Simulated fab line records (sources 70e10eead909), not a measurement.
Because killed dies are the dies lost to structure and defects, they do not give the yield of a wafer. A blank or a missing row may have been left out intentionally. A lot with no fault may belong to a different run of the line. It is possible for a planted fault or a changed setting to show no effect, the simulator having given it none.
Matching of chambers	flow nand-harc	rie-diel-13 running NHARC_P_M1_DESCUM_14: 4 sister chambers
The step chemistry O2, time 3 s. 4 wafers are shown with their chamber, then 12 later ones without.

## WAFERS, EACH WITH ITS CHAMBER
wafer	chamber	drypump-motor-current-A (A)
L083.3	1	5.2
L084.4	0	5.9
L087.5	3	5.1
L087.6	2	5.3

## WAFERS MISSING THEIR CHAMBER
wafer	drypump-motor-current-A (A)
L089.1	5.2
L089.4	5.3
L089.5	5.1
L090.1	5.1
L090.2	5.2
L090.5	5.8
L094.2	5.2
L094.3	5.1
L094.4	5.9
L096.3	5.1
L096.4	5.8
L096.5	5.1

## CHAMBER TAKEN BY EACH
wafer	from the rows above	in truth
L089.1	1	1
L089.4	2	2
L089.5	3	3
L090.1	3	3
L090.2	1	1
L090.5	0	0
L094.2	1	1
L094.3	3	3
L094.4	0	0
L096.3	3	3
L096.4	0	0
L096.5	3	3
12 of 12 placed correctly. Can't be placed from these rows: 0. 0 placed wrongly.
How it was worked out, from the rows above alone: a wafer's distance from a chamber is the root of the sum, over the readings, of the square of ((its reading less the chamber's mean) divided by the reading's scatter). If the next closest chamber is less than 2 further off than the closest, the wafer can't be placed; otherwise it belongs to the closest. For every chamber, the mean is computed from those of its wafers that are shown. The scatter (one wafer shown for each chamber): square how far every hidden wafer sits from the nearest shown wafer, average those squares and take the square root.
